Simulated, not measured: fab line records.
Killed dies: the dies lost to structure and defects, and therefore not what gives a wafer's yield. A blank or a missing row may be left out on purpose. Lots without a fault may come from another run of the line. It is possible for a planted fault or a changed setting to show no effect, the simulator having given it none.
Matching of chambers / flow n5_finfet / rie_diel-04 running N5_BEOL_M2_STRIP_19: 4 sister chambers
The step strips in O2. 4 wafers are shown with their chamber, then 12 later ones without.

## WAFERS WITH THEIR CHAMBER
wafer=L086.1; chamber=2; showerhead_plenum_p_Torr (Torr)=2.11
wafer=L089.1; chamber=1; showerhead_plenum_p_Torr (Torr)=2.16
wafer=L089.2; chamber=3; showerhead_plenum_p_Torr (Torr)=2.21
wafer=L089.4; chamber=0; showerhead_plenum_p_Torr (Torr)=2.05

## WAFERS MISSING THEIR CHAMBER
wafer=L091.1; showerhead_plenum_p_Torr (Torr)=2.21
wafer=L091.2; showerhead_plenum_p_Torr (Torr)=2.11
wafer=L091.3; showerhead_plenum_p_Torr (Torr)=2.16
wafer=L090.3; showerhead_plenum_p_Torr (Torr)=2.11
wafer=L090.5; showerhead_plenum_p_Torr (Torr)=2.05
wafer=L090.6; showerhead_plenum_p_Torr (Torr)=2.16
wafer=L094.4; showerhead_plenum_p_Torr (Torr)=2.05
wafer=L094.5; showerhead_plenum_p_Torr (Torr)=2.21
wafer=L094.6; showerhead_plenum_p_Torr (Torr)=2.16
wafer=L095.1; showerhead_plenum_p_Torr (Torr)=2.04
wafer=L095.4; showerhead_plenum_p_Torr (Torr)=2.04
wafer=L095.5; showerhead_plenum_p_Torr (Torr)=2.21

## CHAMBER TAKEN BY EACH
wafer=L091.1; from the rows above=3; in truth=3
wafer=L091.2; from the rows above=2; in truth=2
wafer=L091.3; from the rows above=1; in truth=1
wafer=L090.3; from the rows above=2; in truth=2
wafer=L090.5; from the rows above=0; in truth=0
wafer=L090.6; from the rows above=1; in truth=1
wafer=L094.4; from the rows above=0; in truth=0
wafer=L094.5; from the rows above=3; in truth=3
wafer=L094.6; from the rows above=1; in truth=1
wafer=L095.1; from the rows above=0; in truth=0
wafer=L095.4; from the rows above=0; in truth=0
wafer=L095.5; from the rows above=3; in truth=3
12 of 12 placed correctly. Left unplaced by these rows: 0. Number placed wrongly: 0.
How it was worked out, from the rows above alone: a wafer's distance from a chamber is the root of the sum, over the readings, of the square of ((its reading less the chamber's mean) divided by the reading's scatter). If the next closest chamber is less than 2 further off than the closest, the wafer can't be placed; otherwise it belongs to the closest. A chamber's mean is the mean of its shown wafers. The scatter (one wafer shown for each chamber): square how far every hidden wafer sits from the nearest shown wafer, average those squares and take the square root.
